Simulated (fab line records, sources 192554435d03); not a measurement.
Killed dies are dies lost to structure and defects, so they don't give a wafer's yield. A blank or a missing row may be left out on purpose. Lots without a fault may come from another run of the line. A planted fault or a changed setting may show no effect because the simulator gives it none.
fab line records | flow n5_finfet
record lots=10 wafers=29 last_day=18
route steps=1938 shown WELL_APT@30 BEOL_M4@1111 PASSIVATION@1936
lots that met no fault: from a run of the same line without faults
start_h: hours from the record's first day to the start of the lot's first wafer shown | wait_h: hours since the lot's step before | " the same as in the row above | L1.1+2: a row that stands for several wafers | - no value, or no start given | * or withheld: withheld | < > ~ a bound
route shown NAME@n: a module of which the file shows steps, and the number in the route of the first | usual: mean/standard deviation of fault-free wafers | same: alike in all rows | chamber/n: place in a boat | sites: the reading at each site | _std_site: their standard deviation | _edge_site: outer sites' mean less inner sites' | radius_mm: how far each site lies from the wafer's centre | mask NAME#n: copy n | behind: the tool/chamber that last shaped the wafer | hold: why the lot was held/for how many hours/how that ended | device: the transistor (n, p or np) that didn't switch | end of line: the same wafers' tests at the end of the route | a step without rows: its recipe alone | killed: dies lost to structure and defects at the first sort, not the wafer's yield | map: a wafer's dies, x killed, . not, _ none there
set.NAME: the setting as run; set.NAME@STEP: as run at that earlier step | model.NAME: the simulator's own value behind a step, which no gauge read
steps of the route over a sample of lots; a table a step, a row a wafer
services: from which hour (start_h, from the record's first day; less than 0 if before it) a tool's chamber was out of use, for how many hours, and why
## steps
# step N5_WELL_APT_INSPECT_10
# recipe mode=adi inspect_instrument=macro
# usual raw_defect_count=1.9/1.4
# columns lot.wafer tool chamber start_h wait_h raw_defect_count
L610.2 defect_inspect-02 - 13.88 0.0 2
L610.3 " - " " 2
L610.4 " - " " 1
L613.2 defect_inspect-02 - 31.71 0.0 2
L613.4 " - " " 0
L613.5 " - " " 4
L618.1 defect_inspect-02 - 62.19 0.0 2
L618.2 " - " " 0
L618.3 " - " " 1
L619.1 defect_inspect-01 - 67.68 0.0 3
L619.3 " - " " 2
L619.4 " - " " 0
L626.1 defect_inspect-01 - 110.12 0.0 3
L626.2 " - " " 1
L626.3 " - " " 1
L628.4 defect_inspect-02 - 121.61 0.0 2
L628.5 " - " " 3
L628.6 " - " " 4
L630.3 defect_inspect-01 - 133.62 0.0 1
L630.4 " - " " 0
L630.6 " - " " 3
L631.2 defect_inspect-01 - 139.63 0.0 1
L631.3 " - " " 1
L631.6 " - " " 4
L632.1 defect_inspect-02 - 145.61 0.0 5
L632.4 " - " " 4
L632.6 " - " " 1
L633.1 defect_inspect-02 - 151.86 0.0 2
L633.4 " - " " 2
# step N5_WELL_APT_DESCUM_13
# recipe chemistry=O2 time_s=7.9 source_power_w=50 bias_power_w=20 pressure_mtorr=20 rf_frequency_hz=2.712e+07 temp_c=40 o2_flow_sccm=225
# usual bias_power_w=19.99/0.056 drypump_motor_current_A=5.6/0.49 o2_flow_sccm=225.0/0.73 oes_product_au=0.77/0.089 rf_vpp_V=242.9/1.4 showerhead_plenum_p_Torr=2.08/0.062 throttle_valve_pct=20.45/0.24
# columns lot.wafer tool chamber start_h wait_h bias_power_w drypump_motor_current_A o2_flow_sccm oes_product_au rf_hours_counter_h rf_vpp_V showerhead_plenum_p_Torr throttle_valve_pct
L610.2 rie_diel-02 3 13.91 0.0 19.93 5.3 224.0 0.71 223 243.0 1.99 20.57
L610.3 " 1 " " 20.02 6.4 223.8 0.72 197 243.2 2.07 20.07
L610.4 " 0 " " 19.92 5.1 225.0 0.74 - 241.2 1.99 20.75
L613.2 rie_diel-03 3 31.75 0.0 20.02 5.2 224.6 0.79 91 246.9 2.18 20.18
L613.4 " 0 " " 19.98 6.1 225.4 0.68 240 242.2 2.07 21.05
L613.5 " 1 " " 19.93 5.3 224.7 0.89 - 242.3 2.07 20.21
L618.1 rie_diel-03 1 62.31 0.1 19.91 5.3 225.0 0.87 34 243.0 2.07 20.23
L618.2 " 0 " " 19.93 6.1 225.3 0.66 251 241.3 2.07 21.08
L618.3 " 3 " " 20.02 5.1 225.4 0.78 101 245.6 2.18 20.21
L619.1 rie_diel-03 1 67.72 0.0 19.90 5.3 225.1 0.88 35 243.7 2.07 20.21
L619.3 " 3 " " 20.03 5.1 224.6 0.78 103 244.1 2.18 20.22
L619.4 " 1 " " 19.94 5.3 225.0 0.88 - 244.1 2.07 20.20
L626.1 rie_diel-04 3 110.16 0.0 19.96 6.1 224.9 0.70 237 243.3 2.07 20.50
L626.2 " 2 " " 19.94 5.1 225.3 0.71 239 242.4 2.07 20.60
L626.3 " 1 " " 20.00 6.0 224.7 0.76 169 243.4 2.17 20.78
L628.4 rie_diel-02 1 121.76 0.1 19.97 6.4 225.4 0.69 235 242.8 2.06 20.12
L628.5 " 2 " " 20.12 5.1 224.6 0.89 - 242.2 2.05 20.28
L628.6 " 1 " " 20.07 6.4 224.8 0.70 - 243.1 2.06 20.12
L630.3 rie_diel-04 1 134.30 0.7 20.01 6.0 226.2 0.75 178 244.4 2.17 20.81
L630.4 " 3 " " 20.00 6.2 224.0 0.70 245 242.8 2.06 20.51
L630.6 " 3 " " 20.07 6.2 225.0 0.69 - 241.5 2.06 20.51
L631.2 rie_diel-03 0 139.66 0.0 19.97 6.1 223.8 0.91 20 243.5 2.06 20.70
L631.3 " 2 " " 20.05 5.9 224.4 0.71 205 243.1 2.09 20.47
L631.6 " 2 " " 19.99 5.8 224.8 0.71 - 243.5 2.09 20.49
L632.1 rie_diel-03 2 145.96 0.3 20.01 5.8 225.0 0.71 207 243.9 2.08 20.48
L632.4 " 0 " " 20.06 6.1 225.2 0.91 22 240.8 2.06 20.70
L632.6 " 1 " " 19.91 5.3 226.2 0.85 - 243.5 2.06 20.27
L633.1 rie_diel-04 3 151.89 0.0 20.00 6.2 225.5 0.69 253 242.4 2.06 20.54
L633.4 " 1 " " 20.00 6.0 224.3 0.74 - 244.8 2.17 20.81
# step N5_WELL_APT_IMPLANT_14
# recipe species=P energy_kev=160 dose_cm2=1.5e+13 tilt_deg=0 rotation_deg=0
# usual dose_ions_cm2=1.4999e+13/1.6e+10 faraday_current_uA=191/3.9
# columns lot.wafer tool chamber start_h wait_h dose_ions_cm2 faraday_current_uA
L610.2 implanter-02 0 14.04 0.1 1.5006e+13 190
L610.3 " 0 " " 1.4979e+13 192
L610.4 " 0 " " 1.4996e+13 197
L613.2 implanter-02 0 31.88 0.1 1.5003e+13 187
L613.4 " 0 " " 1.4993e+13 189
L613.5 " 0 " " 1.4992e+13 189
L618.1 implanter-02 0 62.41 0.1 2.8456e+13 362
L618.2 " 0 " " 2.85e+13 371
L618.3 " 0 " " 2.8474e+13 346
L619.1 implanter-02 0 67.82 0.1 2.8528e+13 365
L619.3 " 0 " " 2.8501e+13 359
L619.4 " 0 " " 2.85e+13 356
L626.1 implanter-01 0 110.26 0.1 1.5015e+13 187
L626.2 " 0 " " 1.4982e+13 193
L626.3 " 0 " " 1.5006e+13 190
L628.4 implanter-01 0 121.95 0.2 1.4996e+13 192
L628.5 " 0 " " 1.4985e+13 195
L628.6 " 0 " " 1.4974e+13 192
L630.3 implanter-02 0 134.46 0.1 1.5016e+13 187
L630.4 " 0 " " 1.4989e+13 189
L630.6 " 0 " " 1.5004e+13 197
L631.2 implanter-02 0 139.79 0.1 1.4985e+13 192
L631.3 " 0 " " 1.5004e+13 189
L631.6 " 0 " " 1.5002e+13 194
L632.1 implanter-01 0 146.05 0.1 1.5018e+13 188
L632.4 " 0 " " 1.502e+13 191
L632.6 " 0 " " 1.4996e+13 188
L633.1 implanter-02 0 152.00 0.1 1.4995e+13 191
L633.4 " 0 " " 1.5021e+13 194
# step N5_WELL_APT_CD_MEAS_25
# recipe target_cd_nm=200 landing_energy_ev=500 detector=se_inlens
# usual cd_nm=199.0/1.9
# columns lot.wafer tool chamber start_h wait_h cd_nm
L610.2 cd_sem-01 0 14.95 - 199.3
L610.3 " 0 " " 202.2
L610.4 " 0 " " 200.1
L613.2 cd_sem-03 0 32.80 - 198.9
L613.4 " 0 " " 200.9
L613.5 " 0 " " 197.5
L618.1 cd_sem-02 0 63.34 - 196.1
L618.2 " 0 " " 198.4
L618.3 " 0 " " 197.4
L619.1 cd_sem-02 0 68.75 - 196.8
L619.3 " 0 " " 194.7
L619.4 " 0 " " 198.1
L626.1 cd_sem-02 0 111.19 - 200.0
L626.2 " 0 " " 199.1
L626.3 " 0 " " 199.8
L628.4 cd_sem-03 0 122.79 - 199.6
L628.5 " 0 " " 202.3
L628.6 " 0 " " 200.5
L630.3 cd_sem-01 0 135.33 - 198.4
L630.4 " 0 " " 196.5
L630.6 " 0 " " 196.9
L631.2 cd_sem-01 0 140.74 - 194.7
L631.3 " 0 " " 197.7
L631.6 " 0 " " 200.1
L632.1 cd_sem-02 0 147.02 - 200.5
L632.4 " 0 " " 198.5
L632.6 " 0 " " 200.0
L633.1 cd_sem-01 0 153.08 - 198.5
L633.4 " 0 " " 197.5
# step N5_BEOL_M4_RC_MEAS_101
# usual DIBL_N=35.8/1.5 DIBL_P=35.9/1.8 IOFF_N=0.152/0.025 IOFF_P=0.21/0.031 ION_N=672/11 ION_P=462/7.4 RS_NWELL=1037/6.6 SS_N=71.5/0.52 SS_P=73.2/0.54 VT_N=250/3 VT_P=-250/3.3
# columns lot.wafer tool chamber start_h wait_h DIBL_N[mV/V] DIBL_P[mV/V] IOFF_N[nA/um] IOFF_P[nA/um] ION_N[uA/um] ION_P[uA/um] RS_NWELL[ohm/sq] SS_N[mV/dec] SS_P[mV/dec] VT_N[mV] VT_P[mV]
L610.2 prober-02 0 172.02 0.2 37.7 37.6 0.168 0.25 681 470 1036 71.9 73.4 250 -247
L610.3 " 0 " " 35.8 35.2 0.146 0.20 669 463 1026 71.5 73.2 250 -248
L610.4 " 0 " " 35.6 36.1 0.145 0.22 672 472 1042 71.4 72.5 251 -248
L613.2 prober-01 0 178.69 0.2 34.4 31.2 0.096 0.13 655 449 1045 70.5 72.3 261 -260
L613.4 " 0 " " 37.0 34.5 0.137 0.18 672 458 1055 71.1 73.2 253 -254
L613.5 " 0 " " 36.8 34.3 0.137 0.18 669 458 1047 71.2 73.1 251 -255
L618.1 prober-02 0 215.61 0.0 38.0 38.8 0.173 0.22 679 455 727 71.7 73.2 249 -252
L618.2 " 0 " " 34.6 34.5 0.115 0.15 652 449 734 71.6 72.3 256 -255
L618.3 " 0 " " 36.3 36.1 0.146 0.18 669 463 732 71.1 72.7 252 -253
L619.1 prober-01 0 230.98 0.0 35.9 35.9 0.158 0.21 673 464 731 71.3 72.6 248 -245
L619.3 " 0 " " 36.2 36.9 0.169 0.23 684 469 728 71.0 73.7 248 -248
L619.4 " 0 " " 35.8 36.0 0.161 0.21 685 466 735 70.9 73.8 248 -251
L626.1 prober-01 0 263.71 0.0 37.7 38.6 0.218 0.29 700 484 1048 72.0 74.3 244 -243
L626.2 " 0 " " 36.0 35.8 0.172 0.23 676 465 1047 71.6 72.8 245 -248
L626.3 " 0 " " 36.5 38.0 0.196 0.28 706 489 1051 72.4 73.7 245 -243
L628.4 prober-02 0 271.90 0.5 35.5 37.1 0.182 0.24 682 460 1044 71.9 73.3 247 -247
L628.5 " 0 " " 34.3 37.2 0.175 0.24 694 471 1028 71.1 72.5 245 -250
L628.6 " 0 " " 34.1 36.0 0.154 0.21 675 460 1041 71.2 72.7 250 -248
L630.3 prober-01 0 289.49 0.3 34.0 34.4 0.141 0.21 664 463 1036 72.0 73.1 252 -247
L630.4 " 0 " " 33.5 34.2 0.127 0.20 648 457 1033 70.8 72.4 253 -247
L630.6 " 0 " " 34.8 36.0 0.159 0.24 689 473 1046 71.4 73.4 249 -246
L631.2 prober-02 0 300.52 0.2 33.7 34.6 0.135 0.20 662 465 1045 71.3 72.6 251 -249
L631.3 " 0 " " 33.9 34.2 0.133 0.19 664 455 1047 71.8 73.0 253 -251
L631.6 " 0 " " 34.5 34.7 0.145 0.20 653 455 1047 71.4 73.2 254 -252
L632.1 prober-01 0 303.34 0.0 36.0 35.4 0.146 0.22 676 467 1038 71.5 73.1 251 -249
L632.4 " 0 " " 35.9 35.9 0.154 0.23 678 466 1049 71.8 73.0 246 -248
L632.6 " 0 " " 35.4 35.1 0.144 0.21 693 468 1042 71.3 72.4 251 -248
L633.1 prober-02 0 321.00 0.0 35.6 35.7 0.151 0.21 666 465 1040 71.9 73.4 251 -251
L633.4 " 0 " " 35.0 34.9 0.137 0.19 675 472 1037 71.3 72.8 256 -253
# step N5_PASSIVATION_PROBE_49
# usual defect_limited_yield=91.7/1.7 killed_at_M0_to_M3=34/10 killed_at_M4_up=13/5.1 killed_at_contacts=12/6.2 killed_at_front_end=36/12 killed_at_other=3.2/2.6 killed_dies=98/20 killed_open=65/13 killed_short=32/8.4 sort_bin_5_function=4.8/1.1 sort_bin_6_memory=3.2/0.74 sort_bin_8_speed=0.00/0.012 sort_n_pass=1082/20 sort_yield_pct=91.7/1.7
# same gross_dies=1180 killed_at_back_side=0 sort_bin_4_leakage[%]=0
# columns lot.wafer tool chamber start_h wait_h defect_limited_yield[%] killed_at_M0_to_M3 killed_at_M4_up killed_at_contacts killed_at_front_end killed_at_other killed_dies killed_open killed_short sort_bin_5_function[%] sort_bin_6_memory[%] sort_bin_8_speed[%] sort_n_pass sort_yield_pct[%]
L618.1 prober-01 - 319.96 0.0 92.0 26 12 7 47 2 94 64 30 3.7 4.2 0 1086 92.0
L618.2 prober-01 - 320.01 0.1 91.9 34 12 11 38 1 96 66 24 4.4 3.1 0 1084 91.9
L618.3 prober-01 - 320.06 0.1 92.6 32 15 13 27 0 87 58 29 3.9 3.3 0 1093 92.6
# killed by level:class
L618.1 FIN_SAQP:geometric_particle:open=15 BEOL_M4:geometric_particle:open=9 FIN_SAQP:geometric_particle:short=7 BEOL_M2:geometric_particle:open=7 STI_FIN_REVEAL:geometric_particle:open=6 DUMMY_GATE:geometric_particle:open=6 BEOL_M1:geometric_particle:open=6 BEOL_M3:geometric_particle:open=5
L618.2 BEOL_M1:geometric_particle:open=11 BEOL_M4:geometric_particle:open=9 MOL_CONTACT_COAG:geometric_particle:open=9 STI_FIN_REVEAL:geometric_particle:open=7 HKMG_FIN:area_etch=6 FIN_SAQP:geometric_particle:open=5 FIN_SAQP:geometric_particle:short=5 BEOL_M0:geometric_particle:open=5
L618.3 MOL_CONTACT_COAG:geometric_particle:open=10 BEOL_M4:geometric_particle:open=9 BEOL_M3:geometric_particle:open=8 FIN_SAQP:geometric_particle:open=7 FIN_SAQP:geometric_particle:short=5 BEOL_M0_SAQP:geometric_particle:short=5 DUMMY_GATE:geometric_particle:open=4 BEOL_M3:geometric_particle:short=4
## services
# columns tool chamber start_h hours kind
rie_diel-02 2 1.32 - clean
rie_diel-02 2 1.32 - consumable_replace:focus_ring
rie_diel-02 2 1.32 15.4 scheduled_down
rie_diel-02 2 1.32 15.4 vent_cycle
rie_diel-02 1 3.75 3.2 repair
rie_diel-03 0 63.04 1.6 repair
implanter-01 - 67.17 1.6 repair
rie_diel-02 3 87.23 - clean
rie_diel-02 3 87.23 - consumable_replace:focus_ring
rie_diel-02 3 87.23 - consumable_replace:showerhead
rie_diel-02 3 87.23 14.4 scheduled_down
rie_diel-02 3 87.23 14.4 vent_cycle
rie_diel-03 1 129.58 13.2 repair
rie_diel-04 2 139.87 - clean
rie_diel-04 2 139.87 - consumable_replace:focus_ring
rie_diel-04 2 139.87 23.9 scheduled_down
rie_diel-04 2 139.87 23.9 vent_cycle
## key
first_sign step=N5_WELL_APT_IMPLANT_14 reading=dose_ions_cm2 direction=up sigmas=99+ usual=1.4999e+13 struck=2.8493e+13
effect step=N5_WELL_APT_IMPLANT_14 reading=faraday_current_uA direction=up sigmas=44 usual=191 struck=360
effect step=N5_BEOL_M4_RC_MEAS_101 reading=RS_NWELL direction=down sigmas=46 usual=1037 struck=731
met_at N5_WELL_APT_IMPLANT_14
struck_lots L618,L619
not_acting_at N5_WELL_APT_INSPECT_10,N5_WELL_APT_DESCUM_13,N5_WELL_APT_CD_MEAS_25
onset_between 31.88 62.41
fault kind=process_parameter_drift tool=implanter-02 chamber=- onset_h=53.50 steps=N5_WELL_APT_IMPLANT_14 channel=dose_cm2 offset=1.3498e+13 shape=step end_h=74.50 acts_in=these_recipes_only stated=1.5e+13
